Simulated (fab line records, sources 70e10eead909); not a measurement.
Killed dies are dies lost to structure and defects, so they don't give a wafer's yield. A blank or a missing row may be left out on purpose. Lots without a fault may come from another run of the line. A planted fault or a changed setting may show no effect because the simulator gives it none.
fab line records | flow nand_harc | part 1 of 2: steps 1 to 21 of 27
record lots=5 wafers=15 last_day=33
route steps=1302 shown A_STAIRCASE@712
lots that met no fault: from a run of the same line without faults
start_h: hours from the record's first day to the start of the lot's first wafer shown | wait_h: hours since the lot's step before | " the same as in the row above | L1.1+2: a row that stands for several wafers | - no value, or no start given | * or withheld: withheld | < > ~ a bound
route shown NAME@n: a module of which the file shows steps, and the number in the route of the first | usual: mean/standard deviation of fault-free wafers | same: alike in all rows | chamber/n: place in a boat | sites: the reading at each site | _std_site: their standard deviation | _edge_site: outer sites' mean less inner sites' | radius_mm: how far each site lies from the wafer's centre | mask NAME#n: copy n | behind: the tool/chamber that last shaped the wafer | hold: why the lot was held/for how many hours/how that ended | device: the transistor (n, p or np) that didn't switch | end of line: the same wafers' tests at the end of the route | a step without rows: its recipe alone | killed: dies lost to structure and defects at the first sort, not the wafer's yield | map: a wafer's dies, x killed, . not, _ none there
set.NAME: the setting as run; set.NAME@STEP: as run at that earlier step | model.NAME: the simulator's own value behind a step, which no gauge read
lots at some steps of the route; a table a step, a row a wafer
services: from which hour (start_h, from the record's first day; less than 0 if before it) a tool's chamber was out of use, for how many hours, and why
## steps
# step NHARC_A_STAIRCASE_TRIM_198
# recipe time_s=211.2 o2_flow_sccm=500 ar_flow_sccm=0 bias_w=0 chemistry=O2
# usual drypump_motor_current_A=5.9/0.61 oes_product_au=1.005/0.012 rf_vpp_V=57.9/0.81 showerhead_plenum_p_Torr=3.56/0.14 throttle_valve_pct=17.037/0.009
# same time_s=211.2
# columns lot.wafer tool chamber start_h wait_h drypump_motor_current_A oes_product_au rf_hours_counter_h rf_vpp_V showerhead_plenum_p_Torr throttle_valve_pct
L076.3 rie_diel-13 1 - - 6.5 1.014 7 58.1 3.77 17.031
L076.1 " 2 " " 4.9 1.018 8 56.2 3.37 17.042
L076.2 " 0 " " 5.4 1.017 7 58.3 3.52 17.039
L079.2 rie_diel-02 3 - - 6.7 1.008 1 58.4 3.51 17.044
L079.4 " 1 " " 6.6 0.994 - 58.5 3.33 17.048
L079.6 " 3 " " 6.7 1.010 - 56.9 3.51 17.034
L082.2 rie_diel-02 0 - - 6.7 1.017 9 56.6 3.77 17.021
L082.3 " 2 " " 6.0 0.986 2 58.0 3.71 17.040
L082.6 " 1 " " 6.6 1.000 - 57.3 3.33 17.035
L086.4 rie_diel-04 1 - - 5.8 1.008 48 58.0 3.63 17.035
L086.2 " 3 " " 5.6 1.010 40 57.0 3.65 17.038
L086.6 " 1 " " 5.9 1.002 - 57.3 3.63 17.031
L097.4 rie_diel-13 1 - - 6.5 1.004 18 58.7 3.73 17.048
L097.1 " 2 " " 4.9 0.996 19 57.9 3.34 17.026
L097.6 " 2 " " 4.9 0.997 - 57.2 3.34 17.034
# step NHARC_A_STAIRCASE_ETCH_199
# recipe target_depth_a=1000 time_s=40.5 ion_energy_ev=400 c4f8_flow_sccm=20 o2_flow_sccm=10 ar_flow_sccm=withheld rf_w=600 bias_w=1000 chemistry=C4F8/O2
# usual oes_product_au=0.953/0.015 rf_fwd_power_W=591/3.2 rf_vpp_V=897/5.1
# same time_s=40.5
# columns lot.wafer tool chamber start_h wait_h oes_product_au rf_fwd_power_W rf_hours_counter_h rf_vpp_V
L076.1 rie_diel-13 2 - - 0.957 587 9 891
L076.3 " 0 " " 0.942 596 8 896
L076.2 " 1 " " 0.931 594 7 905
L079.2 rie_diel-02 3 - - 0.952 595 1 895
L079.4 " 3 " " 0.965 595 - 897
L079.6 " 0 " " 0.951 590 - 905
L082.2 rie_diel-02 2 - - 0.941 587 2 903
L082.3 " 3 " " 0.976 595 6 895
L082.6 " 0 " " 0.949 587 - 904
L086.4 rie_diel-04 1 - - 0.955 591 48 900
L086.2 " 2 " " 0.948 589 29 897
L086.6 " 1 " " 0.950 592 - 899
L097.1 rie_diel-13 2 - - 0.932 587 20 888
L097.4 " 0 " " 0.955 593 19 896
L097.6 " 2 " " 0.938 587 - 889
# step NHARC_A_STAIRCASE_TRIM_200
# recipe time_s=211.2 o2_flow_sccm=500 ar_flow_sccm=0 bias_w=0 chemistry=O2
# usual drypump_motor_current_A=5.9/0.59 oes_product_au=1.007/0.013 rf_vpp_V=57.7/0.83 showerhead_plenum_p_Torr=3.57/0.13 throttle_valve_pct=17.037/0.0092
# same time_s=211.2
# columns lot.wafer tool chamber start_h wait_h drypump_motor_current_A oes_product_au rf_hours_counter_h rf_vpp_V showerhead_plenum_p_Torr throttle_valve_pct
L076.2 rie_diel-13 2 - - 4.9 1.015 9 58.3 3.37 17.043
L076.3 " 0 " " 5.3 1.010 8 58.6 3.52 17.044
L076.1 " 1 " " 6.5 1.008 7 58.4 3.77 17.047
L079.2 rie_diel-02 1 - - 6.6 0.991 4 58.2 3.33 17.036
L079.4 " 0 " " 6.7 1.009 - 57.6 3.77 17.039
L079.6 " 1 " " 6.6 0.995 - 57.4 3.33 17.021
L082.3 rie_diel-02 1 - - 6.6 0.998 9 57.1 3.33 17.044
L082.2 " 2 " " 6.0 0.990 2 56.6 3.71 17.028
L082.6 " 1 " " 6.6 0.995 - 58.3 3.33 17.023
L086.4 rie_diel-04 3 - - 5.6 1.011 40 57.0 3.65 17.023
L086.2 " 2 " " 5.0 1.015 29 59.0 3.54 17.027
L086.6 " 0 " " 5.9 1.020 - 57.9 3.60 17.063
L097.1 rie_diel-13 3 - - 6.1 0.989 21 57.0 3.48 17.042
L097.4 " 1 " " 6.5 1.003 18 58.7 3.73 17.039
L097.6 " 0 " " 5.3 0.993 - 58.6 3.49 17.026
# step NHARC_A_STAIRCASE_ETCH_201
# recipe target_depth_a=1000 time_s=40.5 ion_energy_ev=400 c4f8_flow_sccm=20 o2_flow_sccm=10 ar_flow_sccm=withheld rf_w=600 bias_w=1000 chemistry=C4F8/O2
# usual oes_product_au=0.950/0.012 rf_fwd_power_W=591.5/2.8 rf_vpp_V=897/5
# same time_s=40.5
# columns lot.wafer tool chamber start_h wait_h oes_product_au rf_fwd_power_W rf_hours_counter_h rf_vpp_V
L076.2 rie_diel-13 2 - - 0.953 586.7 9 891
L076.3 " 0 " " 0.939 591.3 8 895
L076.1 " 1 " " 0.953 587.9 8 904
L079.2 rie_diel-02 0 - - 0.949 588.0 4 906
L079.6 " 3 " " 0.960 595.7 - 895
L079.4 " 1 " " 0.947 596.9 - 887
L082.3 rie_diel-02 3 - - 0.965 596.2 6 896
L082.2 " 0 " " 0.949 589.7 10 905
L082.6 " 2 " " 0.943 595.3 - 903
L086.4 rie_diel-04 3 - - 0.943 593.2 40 901
L086.2 " 2 " " 0.955 589.9 29 896
L086.6 " 0 " " 0.958 591.1 - 900
L097.4 rie_diel-13 0 - - 0.941 588.5 19 895
L097.1 " 2 " " 0.954 589.1 20 889
L097.6 " 0 " " 0.941 592.9 - 895
# step NHARC_A_STAIRCASE_TRIM_202
# recipe time_s=211.2 o2_flow_sccm=500 ar_flow_sccm=0 bias_w=0 chemistry=O2
# usual drypump_motor_current_A=5.9/0.59 oes_product_au=1.005/0.012 rf_vpp_V=57.9/0.99 showerhead_plenum_p_Torr=3.57/0.14 throttle_valve_pct=17.036/0.0095
# same time_s=211.2
# columns lot.wafer tool chamber start_h wait_h drypump_motor_current_A oes_product_au rf_hours_counter_h rf_vpp_V showerhead_plenum_p_Torr throttle_valve_pct
L076.1 rie_diel-13 2 - - 4.9 1.008 9 55.8 3.37 17.048
L076.3 " 0 " " 5.3 1.005 8 58.0 3.52 17.029
L076.2 " 1 " " 6.5 0.999 8 57.9 3.77 17.054
L079.2 rie_diel-02 0 - - 6.7 1.006 4 57.9 3.77 17.033
L079.4 " 1 " " 6.6 0.997 - 55.4 3.33 17.045
L079.6 " 3 " " 6.7 1.013 - 58.3 3.51 17.026
L082.3 rie_diel-02 2 - - 6.0 0.992 2 57.6 3.71 17.029
L082.2 " 3 " " 6.7 1.019 6 58.7 3.51 17.038
L082.6 " 3 " " 6.7 1.019 - 57.7 3.51 17.054
L086.4 rie_diel-04 3 - - 5.6 1.013 40 59.0 3.65 17.044
L086.2 " 0 " " 5.9 1.026 44 57.2 3.60 17.026
L086.6 " 0 " " 5.9 1.015 - 57.8 3.60 17.048
L097.4 rie_diel-13 0 - - 5.3 0.990 19 58.2 3.49 17.032
L097.1 " 2 " " 4.9 1.002 20 57.9 3.34 17.047
L097.6 " 0 " " 5.3 0.992 - 56.4 3.49 17.041
# step NHARC_A_STAIRCASE_ETCH_203
# recipe target_depth_a=1000 time_s=40.5 ion_energy_ev=400 c4f8_flow_sccm=20 o2_flow_sccm=10 ar_flow_sccm=withheld rf_w=600 bias_w=1000 chemistry=C4F8/O2
# usual oes_product_au=0.948/0.012 rf_fwd_power_W=591.5/2.8 rf_vpp_V=897/4.9
# same time_s=40.5
# columns lot.wafer tool chamber start_h wait_h oes_product_au rf_fwd_power_W rf_hours_counter_h rf_vpp_V
L076.3 rie_diel-13 2 - - 0.961 587.2 9 891
L076.1 " 0 " " 0.945 594.2 8 896
L076.2 " 1 " " 0.935 591.0 8 904
L079.2 rie_diel-02 1 - - 0.938 592.3 4 889
L079.6 " 0 " " 0.955 585.1 - 904
L079.4 " 1 " " 0.942 593.0 - 889
L082.3 rie_diel-02 2 - - 0.939 594.1 2 903
L082.2 " 0 " " 0.942 589.9 10 903
L082.6 " 2 " " 0.947 588.8 - 903
L086.4 rie_diel-04 0 - - 0.963 588.8 44 899
L086.2 " 3 " " 0.954 593.5 40 900
L086.6 " 1 " " 0.953 589.6 - 898
L097.1 rie_diel-13 0 - - 0.947 589.6 19 895
L097.4 " 1 " " 0.948 590.7 18 903
L097.6 " 3 " " 0.923 592.2 - 895
# step NHARC_A_STAIRCASE_STRIP_205
# recipe power_w=1500 temp_c=250 chemistry=O2
# usual drypump_motor_current_A=5.9/0.5 heater_power_w=318/36
# columns lot.wafer tool chamber start_h wait_h drypump_motor_current_A heater_power_w rf_hours_counter_h
L076.1 plasma_asher-01 1 375.20 0.1 6.5 324 6
L076.2 " 0 " " 5.6 278 6
L076.3 " 0 " " 5.6 278 -
L079.2 plasma_asher-01 1 418.25 0.1 6.5 315 15
L079.4 " 1 " " 6.5 320 -
L079.6 " 0 " " 5.6 276 -
L082.2 plasma_asher-01 1 439.92 0.2 6.5 323 20
L082.3 " 0 " " 5.6 284 -
L082.6 " 1 " " 6.5 311 -
L086.2 plasma_asher-02 1 479.79 0.1 5.2 348 10
L086.4 " 0 " " 6.1 373 -
L086.6 " 1 " " 5.2 347 -
L097.1 plasma_asher-01 1 584.37 0.1 6.5 328 14
L097.4 " 1 " " 6.5 312 -
L097.6 " 1 " " 6.5 322 -
# step NHARC_A_STAIRCASE_STRIP_206
# recipe time_s=900 temp_c=130 chemistry=SPM
# same time_s=900
# columns lot.wafer tool chamber start_h wait_h
L076.2+1+3 wet_bench-04 7,2,4 375.55 0.3
L079.6+4+2 wet_bench-05 2,5,6 418.60 0.1
L082.3+2+6 wet_bench-09 4,7,1 440.22 0.2
L086.4+2+6 wet_bench-04 6,1,3 480.09 0.2
L097.1+6+4 wet_bench-09 5,7,2 584.72 0.3
# step NHARC_A_STAIRCASE_PRECLEAN_207
# recipe time_s=* temp_c=50 bath_age_min=0 chemistry=SC1
# same bath_age_min=0 time_s=*
# columns lot.wafer tool chamber start_h wait_h
L076.2+1+3 wet_bench-04 7,2,4 - -
L079.6+4+2 wet_bench-05 2,5,6 - -
L082.3+2+6 wet_bench-09 4,7,1 - -
L086.4+2+6 wet_bench-04 6,1,3 - -
L097.1+6+4 wet_bench-09 5,7,2 - -
# step NHARC_A_STAIRCASE_SRD_208
# columns lot.wafer tool chamber start_h wait_h
L076.2+1+3 wet_bench-04 7,2,4 - -
L079.6+4+2 wet_bench-05 2,5,6 - -
L082.3+2+6 wet_bench-09 4,7,1 - -
L086.4+2+6 wet_bench-04 6,1,3 - -
L097.1+6+4 wet_bench-09 5,7,2 - -
# step NHARC_A_STAIRCASE_DEHYDRATE_209
# recipe temp_c=150 time_s=120
# usual chill_plate_temp_C=23.01/0.1
# same time_s=120
# columns lot.wafer tool chamber start_h wait_h chill_plate_temp_C
L076.1 litho_track-02 0 376.00 - 22.95
L076.2 " 0 " " 22.92
L076.3 " 0 " " 22.93
L079.2 litho_track-07 0 419.05 - 22.96
L079.4 " 0 " " 22.96
L079.6 " 0 " " 23.02
L082.2 litho_track-07 0 440.69 - 23.19
L082.3 " 0 " " 23.05
L082.6 " 0 " " 23.14
L086.2 litho_track-03 0 480.54 - 23.03
L086.4 " 0 " " 23.10
L086.6 " 0 " " 23.01
L097.1 litho_track-07 0 585.18 - 23.11
L097.4 " 0 " " 23.10
L097.6 " 0 " " 23.09
# step NHARC_A_STAIRCASE_HMDS_210
# recipe time_s=30
# usual chill_plate_temp_C=23.00/0.091
# same time_s=30
# columns lot.wafer tool chamber start_h wait_h chill_plate_temp_C
L076.1 litho_track-02 0 - - 22.91
L076.2 " 0 " " 22.85
L076.3 " 0 " " 22.89
L079.2 litho_track-07 0 - - 23.15
L079.4 " 0 " " 23.05
L079.6 " 0 " " 23.09
L082.2 litho_track-07 0 - - 22.90
L082.3 " 0 " " 22.91
L082.6 " 0 " " 22.88
L086.2 litho_track-03 0 - - 23.13
L086.4 " 0 " " 23.05
L086.6 " 0 " " 23.15
L097.1 litho_track-07 0 - - 22.91
L097.4 " 0 " " 22.97
L097.6 " 0 " " 23.08
# step NHARC_A_STAIRCASE_COAT_211
# recipe spin_rpm=1200
# usual chill_plate_temp_C=23.02/0.12 spin_speed_rpm=1200.1/0.72
# columns lot.wafer tool chamber start_h wait_h chill_plate_temp_C spin_speed_rpm
L076.1 litho_track-02 0 - - 22.91 1199.2
L076.2 " 0 " " 22.78 1198.2
L076.3 " 0 " " 22.86 1199.5
L079.2 litho_track-07 0 - - 22.69 1199.6
L079.4 " 0 " " 22.86 1200.1
L079.6 " 0 " " 22.85 1200.3
L082.2 litho_track-07 0 - - 23.09 1200.6
L082.3 " 0 " " 22.90 1199.5
L082.6 " 0 " " 23.01 1201.3
L086.2 litho_track-03 0 - - 23.12 1199.6
L086.4 " 0 " " 23.00 1199.3
L086.6 " 0 " " 23.06 1199.8
L097.1 litho_track-07 0 - - 23.19 1200.1
L097.4 " 0 " " 23.21 1200.3
L097.6 " 0 " " 23.11 1201.6
# step NHARC_A_STAIRCASE_SOFTBAKE_212
# recipe temp_c=135 time_s=170
# usual chill_plate_temp_C=23.00/0.097
# same time_s=170
# columns lot.wafer tool chamber start_h wait_h chill_plate_temp_C
L076.1 litho_track-02 0 - - 22.90
L076.2 " 0 " " 23.01
L076.3 " 0 " " 23.08
L079.2 litho_track-07 0 - - 22.94
L079.4 " 0 " " 22.92
L079.6 " 0 " " 23.09
L082.2 litho_track-07 0 - - 23.02
L082.3 " 0 " " 22.90
L082.6 " 0 " " 23.03
L086.2 litho_track-03 0 - - 22.85
L086.4 " 0 " " 23.04
L086.6 " 0 " " 23.12
L097.1 litho_track-07 0 - - 23.05
L097.4 " 0 " " 22.92
L097.6 " 0 " " 23.05
# step NHARC_A_STAIRCASE_EBR_213
# usual chill_plate_temp_C=22.99/0.099
# columns lot.wafer tool chamber start_h wait_h chill_plate_temp_C
L076.1 litho_track-02 0 - - 23.02
L076.2 " 0 " " 23.00
L076.3 " 0 " " 23.02
L079.2 litho_track-07 0 - - 23.00
L079.4 " 0 " " 23.00
L079.6 " 0 " " 23.01
L082.2 litho_track-07 0 - - 22.77
L082.3 " 0 " " 22.83
L082.6 " 0 " " 22.96
L086.2 litho_track-03 0 - - 22.95
L086.4 " 0 " " 22.96
L086.6 " 0 " " 22.98
L097.1 litho_track-07 0 - - 23.02
L097.4 " 0 " " 22.97
L097.6 " 0 " " 22.93
# step NHARC_A_STAIRCASE_EXPOSE_214
# recipe na=0.5 dose_mj=31.26 mask_id=STAIR_3
# columns lot.wafer tool chamber start_h wait_h mask
L076.1+2+3 krf_scanner-03 0 376.21 - STAIR_3#0
L079.2+4+6 krf_scanner-03 0 419.39 - STAIR_3#0
L082.2+3+6 krf_scanner-04 0 440.90 - STAIR_3#0
L086.2+4+6 krf_scanner-03 0 480.88 - STAIR_3#0
L097.1+4+6 krf_scanner-04 0 585.51 - STAIR_3#0
# step NHARC_A_STAIRCASE_PEB_215
# recipe peb_temp_c=115 peb_time_s=130
# usual chill_plate_temp_C=22.98/0.12
# columns lot.wafer tool chamber start_h wait_h chill_plate_temp_C
L076.1 litho_track-07 0 376.27 0.1 23.05
L076.2 " 0 " " 23.01
L076.3 " 0 " " 22.88
L079.2 litho_track-07 0 419.45 0.1 23.03
L079.4 " 0 " " 23.16
L079.6 " 0 " " 22.91
L082.2 litho_track-02 0 440.96 0.1 23.18
L082.3 " 0 " " 23.11
L082.6 " 0 " " 23.20
L086.2 litho_track-03 0 480.94 0.1 22.90
L086.4 " 0 " " 22.86
L086.6 " 0 " " 23.05
L097.1 litho_track-02 0 585.58 0.1 22.89
L097.4 " 0 " " 22.93
L097.6 " 0 " " 22.83
# step NHARC_A_STAIRCASE_DEVELOP_216
# recipe time_s=140
# usual chill_plate_temp_C=23.01/0.11
# same time_s=140
# columns lot.wafer tool chamber start_h wait_h chill_plate_temp_C
L076.1 litho_track-07 0 - - 22.93
L076.2 " 0 " " 23.02
L076.3 " 0 " " 23.16
L079.2 litho_track-07 0 - - 23.16
L079.4 " 0 " " 23.10
L079.6 " 0 " " 23.15
L082.2 litho_track-02 0 - - 23.12
L082.3 " 0 " " 22.87
L082.6 " 0 " " 23.07
L086.2 litho_track-03 0 - - 22.94
L086.4 " 0 " " 23.05
L086.6 " 0 " " 23.02
L097.1 litho_track-02 0 - - 23.19
L097.4 " 0 " " 23.30
L097.6 " 0 " " 23.27
# step NHARC_A_STAIRCASE_HARDBAKE_218
# recipe temp_c=120 time_s=140
# usual chill_plate_temp_C=23.00/0.098
# same time_s=140
# columns lot.wafer tool chamber start_h wait_h chill_plate_temp_C
L076.1 litho_track-03 0 376.49 - 23.01
L076.2 " 0 " " 22.91
L076.3 " 0 " " 23.04
L079.2 litho_track-07 0 419.67 - 22.85
L079.4 " 0 " " 22.76
L079.6 " 0 " " 22.90
L082.2 litho_track-03 0 441.18 - 22.92
L082.3 " 0 " " 22.94
L082.6 " 0 " " 23.05
L086.2 litho_track-02 0 481.17 - 23.08
L086.4 " 0 " " 22.98
L086.6 " 0 " " 23.02
L097.1 litho_track-02 0 585.80 - 23.06
L097.4 " 0 " " 23.05
L097.6 " 0 " " 22.95
# step NHARC_A_STAIRCASE_DESCUM_219
# recipe time_s=3 o2_flow_sccm=200 ar_flow_sccm=0 bias_power_w=0 chemistry=O2
# usual drypump_motor_current_A=5.8/0.55 oes_product_au=1.007/0.014 rf_vpp_V=57.9/0.8 showerhead_plenum_p_Torr=1.94/0.068 throttle_valve_pct=11.312/0.0091
# same time_s=3
# columns lot.wafer tool chamber start_h wait_h drypump_motor_current_A oes_product_au rf_hours_counter_h rf_vpp_V showerhead_plenum_p_Torr throttle_valve_pct
L076.3 rie_diel-02 3 376.61 - 6.7 1.029 43 57.3 1.91 11.317
L076.1 " 1 " " 6.6 0.986 63 55.6 1.80 11.308
L076.2 " 2 " " 6.0 0.998 55 59.3 2.02 11.322
L079.2 rie_diel-02 0 419.78 - 6.6 0.999 4 58.9 2.06 11.317
L079.6 " 1 " " 6.6 0.988 - 57.8 1.80 11.300
L079.4 " 3 " " 6.7 0.999 - 57.4 1.91 11.319
L082.3 rie_diel-04 3 441.27 - 5.6 1.008 24 56.5 1.99 11.314
L082.2 " 1 " " 5.8 1.002 33 59.0 1.98 11.295
L082.6 " 3 " " 5.6 1.012 - 59.2 1.99 11.303
L086.4 rie_diel-13 3 481.26 - 6.0 0.991 41 59.2 1.90 11.313
L086.2 " 0 " " 5.3 0.993 41 57.1 1.90 11.320
L086.6 " 3 " " 6.0 0.998 - 58.1 1.90 11.301
L097.4 rie_diel-04 3 585.89 - 5.6 0.999 17 58.1 1.97 11.314
L097.1 " 0 " " 5.9 1.029 16 58.3 1.94 11.306
L097.6 " 0 " " 5.9 1.034 - 58.2 1.94 11.312
# step NHARC_A_STAIRCASE_TRIM_220
# recipe time_s=211.2 o2_flow_sccm=500 ar_flow_sccm=0 bias_w=0 chemistry=O2
# usual drypump_motor_current_A=5.8/0.56 oes_product_au=1.006/0.014 rf_vpp_V=58.0/0.89 showerhead_plenum_p_Torr=3.57/0.12 throttle_valve_pct=17.035/0.0099
# same time_s=211.2
# columns lot.wafer tool chamber start_h wait_h drypump_motor_current_A oes_product_au rf_hours_counter_h rf_vpp_V showerhead_plenum_p_Torr throttle_valve_pct
L076.2 rie_diel-02 2 376.83 0.2 6.0 1.001 55 59.0 3.72 17.046
L076.3 " 3 " " 6.7 1.028 43 57.5 3.52 17.022
L076.1 " 0 " " 6.7 0.997 55 60.3 3.78 17.034
L079.2 rie_diel-02 0 419.88 0.1 6.7 1.011 4 59.3 3.77 17.039
L079.6 " 3 " " 6.7 1.006 - 59.5 3.51 17.057
L079.4 " 1 " " 6.6 0.994 - 57.6 3.33 17.042
L082.2 rie_diel-04 0 441.43 0.1 5.9 1.027 28 58.7 3.61 17.039
L082.3 " 1 " " 5.9 1.011 33 58.3 3.64 17.031
L082.6 " 3 " " 5.7 1.028 - 57.1 3.66 17.028
L086.2 rie_diel-13 2 481.34 0.1 4.9 1.004 42 57.3 3.36 17.027
L086.4 " 0 " " 5.3 1.005 41 58.7 3.50 17.033
L086.6 " 3 " " 6.0 0.995 - 58.3 3.50 17.026
L097.1 rie_diel-04 2 585.99 0.1 5.0 1.011 20 56.5 3.52 17.026
L097.4 " 3 " " 5.6 0.992 17 57.6 3.63 17.023
L097.6 " 1 " " 5.9 1.033 - 59.4 3.60 17.041
